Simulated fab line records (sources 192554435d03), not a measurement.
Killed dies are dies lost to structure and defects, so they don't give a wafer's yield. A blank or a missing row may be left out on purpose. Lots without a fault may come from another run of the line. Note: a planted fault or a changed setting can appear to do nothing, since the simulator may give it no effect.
Which tool was responsible? || flow n5Finfet || 72 wafers from 24 lots sampled at 5 of the route's 1938 steps

WHAT EACH GAUGE READ, for each wafer
N5_BEOL_M7_OCD_MEAS_38. Usual: trenchDepthNm reads 93.1 nm (standard deviation 1.7).
{"lot": "L075", "measured": "day 9 10:10", "on": "ocd-01", "trenchDepthNm (nm)": "93.2 92.7 94.3", "flag": ""}
{"lot": "L077", "measured": "day 9 10:17", "on": "ocd-02", "trenchDepthNm (nm)": "93.0 93.0 90.5", "flag": ""}
{"lot": "L074", "measured": "day 9 11:16", "on": "ocd-02", "trenchDepthNm (nm)": "92.8 91.5 91.4", "flag": ""}
{"lot": "L076", "measured": "day 9 13:11", "on": "ocd-02", "trenchDepthNm (nm)": "93.3 94.4 93.6", "flag": ""}
{"lot": "L080", "measured": "day 10 14:43", "on": "ocd-02", "trenchDepthNm (nm)": "91.8 90.4 91.2", "flag": ""}
{"lot": "L078", "measured": "day 10 14:55", "on": "ocd-01", "trenchDepthNm (nm)": "92.9 93.1 95.9", "flag": ""}
{"lot": "L079", "measured": "day 10 14:53", "on": "ocd-02", "trenchDepthNm (nm)": "93.8 94.5 93.6", "flag": ""}
{"lot": "L081", "measured": "day 10 21:29", "on": "ocd-02", "trenchDepthNm (nm)": "94.7 94.7 94.6", "flag": ""}
{"lot": "L082", "measured": "day 11 08:26", "on": "ocd-01", "trenchDepthNm (nm)": "94.3 93.7 94.8", "flag": ""}
{"lot": "L083", "measured": "day 11 14:39", "on": "ocd-01", "trenchDepthNm (nm)": "94.9 92.6 94.6", "flag": ""}
{"lot": "L084", "measured": "day 11 21:19", "on": "ocd-02", "trenchDepthNm (nm)": "88.4 93.1 92.8", "flag": ""}
{"lot": "L086", "measured": "day 11 22:51", "on": "ocd-01", "trenchDepthNm (nm)": "92.7 94.8 94.4", "flag": ""}
{"lot": "L085", "measured": "day 12 05:33", "on": "ocd-02", "trenchDepthNm (nm)": "92.4 87.3 92.9", "flag": ""}
{"lot": "L087", "measured": "day 12 17:23", "on": "ocd-02", "trenchDepthNm (nm)": "94.8 91.2 91.1", "flag": ""}
{"lot": "L088", "measured": "day 13 02:58", "on": "ocd-01", "trenchDepthNm (nm)": "94.3 91.4 95.1", "flag": ""}
{"lot": "L090", "measured": "day 13 04:54", "on": "ocd-02", "trenchDepthNm (nm)": "94.7 94.4 94.6", "flag": ""}
{"lot": "L092", "measured": "day 13 09:58", "on": "ocd-02", "trenchDepthNm (nm)": "97.0 94.2 95.2", "flag": ""}
{"lot": "L089", "measured": "day 13 18:07", "on": "ocd-02", "trenchDepthNm (nm)": "92.1 95.6 92.7", "flag": ""}
{"lot": "L091", "measured": "day 13 20:26", "on": "ocd-01", "trenchDepthNm (nm)": "91.7 94.3 92.5", "flag": ""}
{"lot": "L093", "measured": "day 14 02:46", "on": "ocd-02", "trenchDepthNm (nm)": "95.0 91.1 93.4", "flag": ""}
{"lot": "L095", "measured": "day 14 12:47", "on": "ocd-01", "trenchDepthNm (nm)": "94.1 91.8 93.9", "flag": ""}
{"lot": "L094", "measured": "day 14 13:27", "on": "ocd-01", "trenchDepthNm (nm)": "95.8 94.4 95.1", "flag": ""}
{"lot": "L096", "measured": "day 14 21:37", "on": "ocd-01", "trenchDepthNm (nm)": "94.6 93.2 94.7", "flag": ""}
{"lot": "L097", "measured": "day 15 07:53", "on": "ocd-01", "trenchDepthNm (nm)": "94.7 94.7 94.1", "flag": ""}

N5_BEOL_M8_CD_MEAS_11: the cd target is 38.5 nm. Usual: cdNm reads 38.5 nm (standard deviation 0.61).
{"lot": "L075", "measured": "day 9 14:01", "on": "cdSem-02", "cdNm (nm)": "38.5 38.0 38.0", "flag": ""}
{"lot": "L077", "measured": "day 9 15:04", "on": "cdSem-02", "cdNm (nm)": "39.3 39.1 38.5", "flag": ""}
{"lot": "L074", "measured": "day 9 16:37", "on": "cdSem-01", "cdNm (nm)": "39.4 39.1 39.1", "flag": ""}
{"lot": "L076", "measured": "day 9 20:06", "on": "cdSem-02", "cdNm (nm)": "38.8 37.8 38.3", "flag": ""}
{"lot": "L080", "measured": "day 10 18:37", "on": "cdSem-02", "cdNm (nm)": "38.3 38.0 39.1", "flag": ""}
{"lot": "L078", "measured": "day 10 20:11", "on": "cdSem-01", "cdNm (nm)": "38.2 38.8 39.1", "flag": ""}
{"lot": "L079", "measured": "day 10 20:01", "on": "cdSem-02", "cdNm (nm)": "38.6 38.4 39.3", "flag": ""}
{"lot": "L081", "measured": "day 11 03:15", "on": "cdSem-01", "cdNm (nm)": "38.7 39.0 38.8", "flag": ""}
{"lot": "L082", "measured": "day 11 15:56", "on": "cdSem-03", "cdNm (nm)": "39.4 39.3 39.3", "flag": ""}
{"lot": "L083", "measured": "day 11 19:05", "on": "cdSem-02", "cdNm (nm)": "38.5 37.2 38.1", "flag": ""}
{"lot": "L084", "measured": "day 12 02:22", "on": "cdSem-02", "cdNm (nm)": "37.8 38.1 38.2", "flag": ""}
{"lot": "L086", "measured": "day 12 03:00", "on": "cdSem-03", "cdNm (nm)": "38.8 38.1 38.1", "flag": ""}
{"lot": "L085", "measured": "day 12 11:54", "on": "cdSem-02", "cdNm (nm)": "38.1 38.1 38.3", "flag": ""}
{"lot": "L087", "measured": "day 12 22:12", "on": "cdSem-02", "cdNm (nm)": "39.4 39.3 38.7", "flag": ""}
{"lot": "L088", "measured": "day 13 07:10", "on": "cdSem-03", "cdNm (nm)": "37.3 37.9 38.1", "flag": ""}
{"lot": "L090", "measured": "day 13 10:47", "on": "cdSem-02", "cdNm (nm)": "39.6 38.7 39.7", "flag": ""}
{"lot": "L092", "measured": "day 13 14:19", "on": "cdSem-03", "cdNm (nm)": "39.3 39.5 40.0", "flag": ""}
{"lot": "L089", "measured": "day 13 22:53", "on": "cdSem-02", "cdNm (nm)": "38.3 38.2 38.8", "flag": ""}
{"lot": "L091", "measured": "day 14 01:20", "on": "cdSem-01", "cdNm (nm)": "37.8 38.4 37.5", "flag": ""}
{"lot": "L093", "measured": "day 14 08:25", "on": "cdSem-02", "cdNm (nm)": "38.8 38.3 38.9", "flag": ""}
{"lot": "L095", "measured": "day 14 18:58", "on": "cdSem-03", "cdNm (nm)": "38.4 38.4 38.2", "flag": ""}
{"lot": "L094", "measured": "day 14 19:08", "on": "cdSem-01", "cdNm (nm)": "37.3 37.9 38.9", "flag": ""}
{"lot": "L096", "measured": "day 15 02:01", "on": "cdSem-03", "cdNm (nm)": "37.5 38.6 38.0", "flag": ""}
{"lot": "L097", "measured": "day 15 14:01", "on": "cdSem-01", "cdNm (nm)": "37.6 38.6 38.2", "flag": ""}

WHAT TOOL EACH LOT RAN ON (gives the tool, then ch and the chambers of the sampled wafers, and finally the start)
{"lot": "L075", "N5_BEOL_M7_STRIP_67": "rieDiel-06 ch 0,3, day 9 08:40", "N5_BEOL_M7_VIA_ETCH_34": "rieDiel-05 ch 2,3, day 9 09:49", "N5_BEOL_M7_DEGAS_44": "pvdSputter-01, day 9 10:41"}
{"lot": "L077", "N5_BEOL_M7_STRIP_67": "rieDiel-01 ch 0,3, day 9 08:59", "N5_BEOL_M7_VIA_ETCH_34": "rieDiel-06 ch 0,3, day 9 10:02", "N5_BEOL_M7_DEGAS_44": "pvdSputter-01, day 9 10:51"}
{"lot": "L074", "N5_BEOL_M7_STRIP_67": "rieDiel-06 ch 0,1,3, day 9 09:38", "N5_BEOL_M7_VIA_ETCH_34": "rieDiel-06 ch 0,1,3, day 9 11:01", "N5_BEOL_M7_DEGAS_44": "pvdSputter-02, day 9 12:40"}
{"lot": "L076", "N5_BEOL_M7_STRIP_67": "rieDiel-01 ch 1,2,3, day 9 10:46", "N5_BEOL_M7_VIA_ETCH_34": "rieDiel-05 ch 2,3, day 9 12:51", "N5_BEOL_M7_DEGAS_44": "pvdSputter-01, day 9 13:42"}
{"lot": "L080", "N5_BEOL_M7_STRIP_67": "rieDiel-01 ch 0,1,2, day 10 11:44", "N5_BEOL_M7_VIA_ETCH_34": "rieDiel-06 ch 0,3, day 10 14:28", "N5_BEOL_M7_DEGAS_44": "pvdSputter-02, day 10 15:32"}
{"lot": "L078", "N5_BEOL_M7_STRIP_67": "rieDiel-06 ch 1,2,3, day 10 11:51", "N5_BEOL_M7_VIA_ETCH_34": "rieDiel-01 ch 0,2,3, day 10 14:40", "N5_BEOL_M7_DEGAS_44": "pvdSputter-02, day 10 15:47"}
{"lot": "L079", "N5_BEOL_M7_STRIP_67": "rieDiel-05 ch 0,1,2, day 10 12:06", "N5_BEOL_M7_VIA_ETCH_34": "rieDiel-05 ch 0,1,2, day 10 14:38", "N5_BEOL_M7_DEGAS_44": "pvdSputter-02, day 10 15:42"}
{"lot": "L081", "N5_BEOL_M7_STRIP_67": "rieDiel-01 ch 0,1,2, day 10 20:14", "N5_BEOL_M7_VIA_ETCH_34": "rieDiel-05 ch 1,2, day 10 21:14", "N5_BEOL_M7_DEGAS_44": "pvdSputter-01, day 10 23:14"}
{"lot": "L082", "N5_BEOL_M7_STRIP_67": "rieDiel-06 ch 1,2,3, day 11 05:53", "N5_BEOL_M7_VIA_ETCH_34": "rieDiel-05 ch 0,2, day 11 08:11", "N5_BEOL_M7_DEGAS_44": "pvdSputter-02, day 11 09:05"}
{"lot": "L083", "N5_BEOL_M7_STRIP_67": "rieDiel-05 ch 0,3, day 11 11:52", "N5_BEOL_M7_VIA_ETCH_34": "rieDiel-06 ch 2,3, day 11 14:24", "N5_BEOL_M7_DEGAS_44": "pvdSputter-03, day 11 15:43"}
{"lot": "L084", "N5_BEOL_M7_STRIP_67": "rieDiel-01 ch 0,2,3, day 11 19:59", "N5_BEOL_M7_VIA_ETCH_34": "rieDiel-01 ch 0,1,3, day 11 21:04", "N5_BEOL_M7_DEGAS_44": "pvdSputter-01, day 11 22:29"}
{"lot": "L086", "N5_BEOL_M7_STRIP_67": "rieDiel-06 ch 0,2,3, day 11 20:46", "N5_BEOL_M7_VIA_ETCH_34": "rieDiel-05 ch 0,1,3, day 11 22:36", "N5_BEOL_M7_DEGAS_44": "pvdSputter-01, day 11 23:29"}
{"lot": "L085", "N5_BEOL_M7_STRIP_67": "rieDiel-01 ch 0,1, day 12 03:33", "N5_BEOL_M7_VIA_ETCH_34": "rieDiel-01 ch 1,3, day 12 05:18", "N5_BEOL_M7_DEGAS_44": "pvdSputter-02, day 12 06:12"}
{"lot": "L087", "N5_BEOL_M7_STRIP_67": "rieDiel-06 ch 0,1,2, day 12 15:58", "N5_BEOL_M7_VIA_ETCH_34": "rieDiel-06 ch 0,1,3, day 12 17:08", "N5_BEOL_M7_DEGAS_44": "pvdSputter-03, day 12 18:02"}
{"lot": "L088", "N5_BEOL_M7_STRIP_67": "rieDiel-05 ch 0,1,3, day 12 22:28", "N5_BEOL_M7_VIA_ETCH_34": "rieDiel-06 ch 1,2,3, day 13 02:43", "N5_BEOL_M7_DEGAS_44": "pvdSputter-02, day 13 03:46"}
{"lot": "L090", "N5_BEOL_M7_STRIP_67": "rieDiel-06 ch 0,1, day 13 03:49", "N5_BEOL_M7_VIA_ETCH_34": "rieDiel-06 ch 1,2, day 13 04:39", "N5_BEOL_M7_DEGAS_44": "pvdSputter-03, day 13 05:40"}
{"lot": "L092", "N5_BEOL_M7_STRIP_67": "rieDiel-05 ch 0,1,2, day 13 07:19", "N5_BEOL_M7_VIA_ETCH_34": "rieDiel-05 ch 0,1,2, day 13 09:43", "N5_BEOL_M7_DEGAS_44": "pvdSputter-03, day 13 11:01"}
{"lot": "L089", "N5_BEOL_M7_STRIP_67": "rieDiel-05 ch 0,1,2, day 13 14:50", "N5_BEOL_M7_VIA_ETCH_34": "rieDiel-06 ch 0,1,3, day 13 17:52", "N5_BEOL_M7_DEGAS_44": "pvdSputter-02, day 13 18:53"}
{"lot": "L091", "N5_BEOL_M7_STRIP_67": "rieDiel-01 ch 0,2, day 13 17:42", "N5_BEOL_M7_VIA_ETCH_34": "rieDiel-06 ch 2,3, day 13 20:11", "N5_BEOL_M7_DEGAS_44": "pvdSputter-01, day 13 21:09"}
{"lot": "L093", "N5_BEOL_M7_STRIP_67": "rieDiel-06 ch 1,2, day 13 23:26", "N5_BEOL_M7_VIA_ETCH_34": "rieDiel-01 ch 0,2,3, day 14 02:32", "N5_BEOL_M7_DEGAS_44": "pvdSputter-01, day 14 03:45"}
{"lot": "L095", "N5_BEOL_M7_STRIP_67": "rieDiel-01 ch 0,2,3, day 14 09:10", "N5_BEOL_M7_VIA_ETCH_34": "rieDiel-01 ch 0,2, day 14 12:32", "N5_BEOL_M7_DEGAS_44": "pvdSputter-03, day 14 13:20"}
{"lot": "L094", "N5_BEOL_M7_STRIP_67": "rieDiel-01 ch 2,3, day 14 12:20", "N5_BEOL_M7_VIA_ETCH_34": "rieDiel-01 ch 2,3, day 14 13:12", "N5_BEOL_M7_DEGAS_44": "pvdSputter-01, day 14 14:01"}
{"lot": "L096", "N5_BEOL_M7_STRIP_67": "rieDiel-06 ch 1,2,3, day 14 19:08", "N5_BEOL_M7_VIA_ETCH_34": "rieDiel-01 ch 1,3, day 14 21:21", "N5_BEOL_M7_DEGAS_44": "pvdSputter-01, day 14 22:09"}
{"lot": "L097", "N5_BEOL_M7_STRIP_67": "rieDiel-06 ch 1,3, day 15 06:08", "N5_BEOL_M7_VIA_ETCH_34": "rieDiel-01 ch 1,2,3, day 15 07:38", "N5_BEOL_M7_DEGAS_44": "pvdSputter-02, day 15 09:14"}
- N5_BEOL_M7_STRIP_67: strips in CF4.
- N5_BEOL_M7_VIA_ETCH_34: etches SiCOH lowk in C4F6/O2, target depth 125.5 nm, time 50.5 s.
- N5_BEOL_M7_DEGAS_44: time 60 s.

AS READ BY THE TOOLS THEMSELVES (means over the sampled wafers that have a number; for cases with no such wafer, the mark the record gives instead)
N5_BEOL_M7_STRIP_67. Usual: drypumpMotorCurrentA 5.8 A, standard deviation 0.38; oesProductAu 0.76 a.u., standard deviation 0.081; powerW 300.0 W, standard deviation 0.85; rfVppV 270.7 V, standard deviation 1.8; showerheadPlenumPTorr 1.78 Torr, standard deviation 0.068; throttleValvePct 13.69 %, standard deviation 0.26.
{"lot": "L075", "tool": "rieDiel-06", "drypumpMotorCurrentA (A)": 5.9, "oesProductAu (a.u.)": 0.75, "powerW (W)": 300.3, "rfVppV (V)": 270.6, "showerheadPlenumPTorr (Torr)": 1.79, "throttleValvePct (%)": 13.79, "flag": ""}
{"lot": "L077", "tool": "rieDiel-01", "drypumpMotorCurrentA (A)": 6.0, "oesProductAu (a.u.)": 0.71, "powerW (W)": 299.4, "rfVppV (V)": 270.5, "showerheadPlenumPTorr (Torr)": 1.75, "throttleValvePct (%)": 13.73, "flag": ""}
{"lot": "L074", "tool": "rieDiel-06", "drypumpMotorCurrentA (A)": 5.7, "oesProductAu (a.u.)": 0.74, "powerW (W)": 300.4, "rfVppV (V)": 270.3, "showerheadPlenumPTorr (Torr)": 1.79, "throttleValvePct (%)": 13.76, "flag": ""}
{"lot": "L076", "tool": "rieDiel-01", "drypumpMotorCurrentA (A)": 5.7, "oesProductAu (a.u.)": 0.78, "powerW (W)": 300.0, "rfVppV (V)": 270.8, "showerheadPlenumPTorr (Torr)": 1.79, "throttleValvePct (%)": 13.64, "flag": ""}
{"lot": "L080", "tool": "rieDiel-01", "drypumpMotorCurrentA (A)": 5.8, "oesProductAu (a.u.)": 0.77, "powerW (W)": 299.6, "rfVppV (V)": 270.1, "showerheadPlenumPTorr (Torr)": 1.74, "throttleValvePct (%)": 13.64, "flag": ""}
{"lot": "L078", "tool": "rieDiel-06", "drypumpMotorCurrentA (A)": 5.7, "oesProductAu (a.u.)": 0.74, "powerW (W)": 299.8, "rfVppV (V)": 268.6, "showerheadPlenumPTorr (Torr)": 1.74, "throttleValvePct (%)": 13.79, "flag": ""}
{"lot": "L079", "tool": "rieDiel-05", "drypumpMotorCurrentA (A)": 6.2, "oesProductAu (a.u.)": 0.78, "powerW (W)": 300.2, "rfVppV (V)": 271.4, "showerheadPlenumPTorr (Torr)": 1.80, "throttleValvePct (%)": 13.58, "flag": ""}
{"lot": "L081", "tool": "rieDiel-01", "drypumpMotorCurrentA (A)": 5.8, "oesProductAu (a.u.)": 0.77, "powerW (W)": 300.7, "rfVppV (V)": 269.8, "showerheadPlenumPTorr (Torr)": 1.74, "throttleValvePct (%)": 13.63, "flag": ""}
{"lot": "L082", "tool": "rieDiel-06", "drypumpMotorCurrentA (A)": 5.6, "oesProductAu (a.u.)": 0.73, "powerW (W)": 299.8, "rfVppV (V)": 268.7, "showerheadPlenumPTorr (Torr)": 1.74, "throttleValvePct (%)": 13.81, "flag": ""}
{"lot": "L083", "tool": "rieDiel-05", "drypumpMotorCurrentA (A)": 6.3, "oesProductAu (a.u.)": 0.84, "powerW (W)": 299.7, "rfVppV (V)": 272.8, "showerheadPlenumPTorr (Torr)": 1.89, "throttleValvePct (%)": 13.76, "flag": ""}
{"lot": "L084", "tool": "rieDiel-01", "drypumpMotorCurrentA (A)": 5.7, "oesProductAu (a.u.)": 0.76, "powerW (W)": 299.9, "rfVppV (V)": 270.4, "showerheadPlenumPTorr (Torr)": 1.76, "throttleValvePct (%)": 13.62, "flag": ""}
{"lot": "L086", "tool": "rieDiel-06", "drypumpMotorCurrentA (A)": 5.8, "oesProductAu (a.u.)": 0.74, "powerW (W)": 300.0, "rfVppV (V)": 269.7, "showerheadPlenumPTorr (Torr)": 1.74, "throttleValvePct (%)": 13.82, "flag": ""}
{"lot": "L085", "tool": "rieDiel-01", "drypumpMotorCurrentA (A)": 6.2, "oesProductAu (a.u.)": 0.70, "powerW (W)": 300.7, "rfVppV (V)": 269.8, "showerheadPlenumPTorr (Torr)": 1.72, "throttleValvePct (%)": 13.79, "flag": ""}
{"lot": "L087", "tool": "rieDiel-06", "drypumpMotorCurrentA (A)": 5.5, "oesProductAu (a.u.)": 0.82, "powerW (W)": 300.2, "rfVppV (V)": 269.6, "showerheadPlenumPTorr (Torr)": 1.74, "throttleValvePct (%)": 13.55, "flag": ""}
{"lot": "L088", "tool": "rieDiel-05", "drypumpMotorCurrentA (A)": 6.2, "oesProductAu (a.u.)": 0.76, "powerW (W)": 300.3, "rfVppV (V)": 272.3, "showerheadPlenumPTorr (Torr)": 1.84, "throttleValvePct (%)": 13.74, "flag": ""}
{"lot": "L090", "tool": "rieDiel-06", "drypumpMotorCurrentA (A)": 5.5, "oesProductAu (a.u.)": 0.80, "powerW (W)": 299.6, "rfVppV (V)": 270.4, "showerheadPlenumPTorr (Torr)": 1.78, "throttleValvePct (%)": 13.57, "flag": ""}
{"lot": "L092", "tool": "rieDiel-05", "drypumpMotorCurrentA (A)": 6.2, "oesProductAu (a.u.)": 0.84, "powerW (W)": 300.7, "rfVppV (V)": 273.0, "showerheadPlenumPTorr (Torr)": 1.87, "throttleValvePct (%)": 13.44, "flag": ""}
{"lot": "L089", "tool": "rieDiel-05", "drypumpMotorCurrentA (A)": 6.2, "oesProductAu (a.u.)": 0.84, "powerW (W)": 299.5, "rfVppV (V)": 273.1, "showerheadPlenumPTorr (Torr)": 1.87, "throttleValvePct (%)": 13.45, "flag": ""}
{"lot": "L091", "tool": "rieDiel-01", "drypumpMotorCurrentA (A)": 5.9, "oesProductAu (a.u.)": 0.75, "powerW (W)": 299.9, "rfVppV (V)": 268.4, "showerheadPlenumPTorr (Torr)": 1.71, "throttleValvePct (%)": 13.62, "flag": ""}
{"lot": "L093", "tool": "rieDiel-06", "drypumpMotorCurrentA (A)": 5.5, "oesProductAu (a.u.)": 0.81, "powerW (W)": 299.3, "rfVppV (V)": 269.3, "showerheadPlenumPTorr (Torr)": 1.70, "throttleValvePct (%)": 13.59, "flag": ""}
{"lot": "L095", "tool": "rieDiel-01", "drypumpMotorCurrentA (A)": 5.7, "oesProductAu (a.u.)": 0.74, "powerW (W)": 300.2, "rfVppV (V)": 269.8, "showerheadPlenumPTorr (Torr)": 1.75, "throttleValvePct (%)": 13.68, "flag": ""}
{"lot": "L094", "tool": "rieDiel-01", "drypumpMotorCurrentA (A)": 5.5, "oesProductAu (a.u.)": 0.73, "powerW (W)": 299.3, "rfVppV (V)": 271.4, "showerheadPlenumPTorr (Torr)": 1.80, "throttleValvePct (%)": 13.70, "flag": ""}
{"lot": "L096", "tool": "rieDiel-06", "drypumpMotorCurrentA (A)": 5.7, "oesProductAu (a.u.)": 0.79, "powerW (W)": 299.8, "rfVppV (V)": 269.6, "showerheadPlenumPTorr (Torr)": 1.74, "throttleValvePct (%)": 13.68, "flag": ""}
{"lot": "L097", "tool": "rieDiel-06", "drypumpMotorCurrentA (A)": 5.9, "oesProductAu (a.u.)": 0.77, "powerW (W)": 300.3, "rfVppV (V)": 270.3, "showerheadPlenumPTorr (Torr)": 1.78, "throttleValvePct (%)": 13.77, "flag": ""}

N5_BEOL_M7_VIA_ETCH_34. Usual: drypumpMotorCurrentA 5.9 A, standard deviation 0.39; oesProductAu 0.75 a.u., standard deviation 0.089; rfVppV 666 V, standard deviation 9.6; showerheadPlenumPTorr 2.82 Torr, standard deviation 0.1; throttleValvePct 20.99 %, standard deviation 0.28.
{"lot": "L075", "tool": "rieDiel-05", "drypumpMotorCurrentA (A)": 6.2, "oesProductAu (a.u.)": 0.69, "rfVppV (V)": 680, "showerheadPlenumPTorr (Torr)": 2.78, "throttleValvePct (%)": 20.79, "flag": ""}
{"lot": "L077", "tool": "rieDiel-06", "drypumpMotorCurrentA (A)": 6.0, "oesProductAu (a.u.)": 0.74, "rfVppV (V)": 662, "showerheadPlenumPTorr (Torr)": 2.84, "throttleValvePct (%)": 21.24, "flag": ""}
{"lot": "L074", "tool": "rieDiel-06", "drypumpMotorCurrentA (A)": 5.7, "oesProductAu (a.u.)": 0.73, "rfVppV (V)": 659, "showerheadPlenumPTorr (Torr)": 2.82, "throttleValvePct (%)": 21.01, "flag": ""}
{"lot": "L076", "tool": "rieDiel-05", "drypumpMotorCurrentA (A)": 6.2, "oesProductAu (a.u.)": 0.69, "rfVppV (V)": 683, "showerheadPlenumPTorr (Torr)": 2.86, "throttleValvePct (%)": 20.94, "flag": ""}
{"lot": "L080", "tool": "rieDiel-06", "drypumpMotorCurrentA (A)": 5.9, "oesProductAu (a.u.)": 0.73, "rfVppV (V)": 658, "showerheadPlenumPTorr (Torr)": 2.84, "throttleValvePct (%)": 21.18, "flag": ""}
{"lot": "L078", "tool": "rieDiel-01", "drypumpMotorCurrentA (A)": 5.7, "oesProductAu (a.u.)": 0.76, "rfVppV (V)": 667, "showerheadPlenumPTorr (Torr)": 2.82, "throttleValvePct (%)": 21.02, "flag": ""}
{"lot": "L079", "tool": "rieDiel-05", "drypumpMotorCurrentA (A)": 6.2, "oesProductAu (a.u.)": 0.78, "rfVppV (V)": 667, "showerheadPlenumPTorr (Torr)": 2.85, "throttleValvePct (%)": 20.80, "flag": ""}
{"lot": "L081", "tool": "rieDiel-05", "drypumpMotorCurrentA (A)": 6.1, "oesProductAu (a.u.)": 0.71, "rfVppV (V)": 665, "showerheadPlenumPTorr (Torr)": 2.79, "throttleValvePct (%)": 20.72, "flag": ""}
{"lot": "L082", "tool": "rieDiel-05", "drypumpMotorCurrentA (A)": 6.3, "oesProductAu (a.u.)": 0.76, "rfVppV (V)": 672, "showerheadPlenumPTorr (Torr)": 2.80, "throttleValvePct (%)": 20.77, "flag": ""}
{"lot": "L083", "tool": "rieDiel-06", "drypumpMotorCurrentA (A)": 5.8, "oesProductAu (a.u.)": 0.75, "rfVppV (V)": 657, "showerheadPlenumPTorr (Torr)": 2.69, "throttleValvePct (%)": 21.14, "flag": ""}
{"lot": "L084", "tool": "rieDiel-01", "drypumpMotorCurrentA (A)": 6.0, "oesProductAu (a.u.)": 0.70, "rfVppV (V)": 664, "showerheadPlenumPTorr (Torr)": 2.82, "throttleValvePct (%)": 21.16, "flag": ""}
{"lot": "L086", "tool": "rieDiel-05", "drypumpMotorCurrentA (A)": 6.2, "oesProductAu (a.u.)": 0.77, "rfVppV (V)": 668, "showerheadPlenumPTorr (Torr)": 2.92, "throttleValvePct (%)": 20.97, "flag": ""}
{"lot": "L085", "tool": "rieDiel-01", "drypumpMotorCurrentA (A)": 5.8, "oesProductAu (a.u.)": 0.69, "rfVppV (V)": 663, "showerheadPlenumPTorr (Torr)": 2.90, "throttleValvePct (%)": 21.21, "flag": ""}
{"lot": "L087", "tool": "rieDiel-06", "drypumpMotorCurrentA (A)": 5.7, "oesProductAu (a.u.)": 0.80, "rfVppV (V)": 658, "showerheadPlenumPTorr (Torr)": 2.81, "throttleValvePct (%)": 20.91, "flag": ""}
{"lot": "L088", "tool": "rieDiel-06", "drypumpMotorCurrentA (A)": 5.7, "oesProductAu (a.u.)": 0.80, "rfVppV (V)": 658, "showerheadPlenumPTorr (Torr)": 2.74, "throttleValvePct (%)": 20.89, "flag": ""}
{"lot": "L090", "tool": "rieDiel-06", "drypumpMotorCurrentA (A)": 5.3, "oesProductAu (a.u.)": 0.87, "rfVppV (V)": 656, "showerheadPlenumPTorr (Torr)": 2.73, "throttleValvePct (%)": 20.54, "flag": ""}
{"lot": "L092", "tool": "rieDiel-05", "drypumpMotorCurrentA (A)": 6.2, "oesProductAu (a.u.)": 0.86, "rfVppV (V)": 671, "showerheadPlenumPTorr (Torr)": 2.95, "throttleValvePct (%)": 20.75, "flag": ""}
{"lot": "L089", "tool": "rieDiel-06", "drypumpMotorCurrentA (A)": 5.7, "oesProductAu (a.u.)": 0.78, "rfVppV (V)": 659, "showerheadPlenumPTorr (Torr)": 2.81, "throttleValvePct (%)": 20.94, "flag": ""}
{"lot": "L091", "tool": "rieDiel-06", "drypumpMotorCurrentA (A)": 6.0, "oesProductAu (a.u.)": 0.73, "rfVppV (V)": 661, "showerheadPlenumPTorr (Torr)": 2.75, "throttleValvePct (%)": 21.27, "flag": ""}
{"lot": "L093", "tool": "rieDiel-01", "drypumpMotorCurrentA (A)": 5.7, "oesProductAu (a.u.)": 0.74, "rfVppV (V)": 665, "showerheadPlenumPTorr (Torr)": 2.80, "throttleValvePct (%)": 21.05, "flag": ""}
{"lot": "L095", "tool": "rieDiel-01", "drypumpMotorCurrentA (A)": 5.5, "oesProductAu (a.u.)": 0.79, "rfVppV (V)": 669, "showerheadPlenumPTorr (Torr)": 2.75, "throttleValvePct (%)": 20.90, "flag": ""}
{"lot": "L094", "tool": "rieDiel-01", "drypumpMotorCurrentA (A)": 5.5, "oesProductAu (a.u.)": 0.74, "rfVppV (V)": 664, "showerheadPlenumPTorr (Torr)": 2.88, "throttleValvePct (%)": 21.10, "flag": ""}
{"lot": "L096", "tool": "rieDiel-01", "drypumpMotorCurrentA (A)": 5.8, "oesProductAu (a.u.)": 0.78, "rfVppV (V)": 662, "showerheadPlenumPTorr (Torr)": 2.89, "throttleValvePct (%)": 21.13, "flag": ""}
{"lot": "L097", "tool": "rieDiel-01", "drypumpMotorCurrentA (A)": 5.6, "oesProductAu (a.u.)": 0.82, "rfVppV (V)": 666, "showerheadPlenumPTorr (Torr)": 2.83, "throttleValvePct (%)": 20.97, "flag": ""}

N5_BEOL_M7_DEGAS_44. Usual: heaterPowerW reads 327 W (standard deviation 29).
{"lot": "L075", "tool": "pvdSputter-01", "heaterPowerW (W)": 330, "flag": ""}
{"lot": "L077", "tool": "pvdSputter-01", "heaterPowerW (W)": 336, "flag": ""}
{"lot": "L074", "tool": "pvdSputter-02", "heaterPowerW (W)": 324, "flag": ""}
{"lot": "L076", "tool": "pvdSputter-01", "heaterPowerW (W)": 345, "flag": ""}
{"lot": "L080", "tool": "pvdSputter-02", "heaterPowerW (W)": 326, "flag": ""}
{"lot": "L078", "tool": "pvdSputter-02", "heaterPowerW (W)": 302, "flag": ""}
{"lot": "L079", "tool": "pvdSputter-02", "heaterPowerW (W)": 320, "flag": ""}
{"lot": "L081", "tool": "pvdSputter-01", "heaterPowerW (W)": 323, "flag": ""}
{"lot": "L082", "tool": "pvdSputter-02", "heaterPowerW (W)": 311, "flag": ""}
{"lot": "L083", "tool": "pvdSputter-03", "heaterPowerW (W)": 346, "flag": ""}
{"lot": "L084", "tool": "pvdSputter-01", "heaterPowerW (W)": 327, "flag": ""}
{"lot": "L086", "tool": "pvdSputter-01", "heaterPowerW (W)": 328, "flag": ""}
{"lot": "L085", "tool": "pvdSputter-02", "heaterPowerW (W)": 305, "flag": ""}
{"lot": "L087", "tool": "pvdSputter-03", "heaterPowerW (W)": 347, "flag": ""}
{"lot": "L088", "tool": "pvdSputter-02", "heaterPowerW (W)": 325, "flag": ""}
{"lot": "L090", "tool": "pvdSputter-03", "heaterPowerW (W)": 349, "flag": ""}
{"lot": "L092", "tool": "pvdSputter-03", "heaterPowerW (W)": 309, "flag": ""}
{"lot": "L089", "tool": "pvdSputter-02", "heaterPowerW (W)": 322, "flag": ""}
{"lot": "L091", "tool": "pvdSputter-01", "heaterPowerW (W)": 317, "flag": ""}
{"lot": "L093", "tool": "pvdSputter-01", "heaterPowerW (W)": 326, "flag": ""}
{"lot": "L095", "tool": "pvdSputter-03", "heaterPowerW (W)": 375, "flag": ""}
{"lot": "L094", "tool": "pvdSputter-01", "heaterPowerW (W)": 337, "flag": ""}
{"lot": "L096", "tool": "pvdSputter-01", "heaterPowerW (W)": 330, "flag": ""}
{"lot": "L097", "tool": "pvdSputter-02", "heaterPowerW (W)": 306, "flag": ""}

THE ANSWER, worked out from the rows above alone
Rule: lot off if the mean of its wafers having a number is beyond 3 standard deviations from the usual mean. Also off: a lot with no number at a reading for which 4 or more lots have one. Any other lot the step has rows for is counted as sound. Order of review: gauges by route order, followed by the tools' own readings, for which a lot's mean as printed above is used. At the first step where some lot is off, the reading lying furthest off is the one used; lots without a number count as furthest.
Nothing can be told from this: no lot is off at any reading shown.

WHAT THE SIMULATOR HAD PUT IN
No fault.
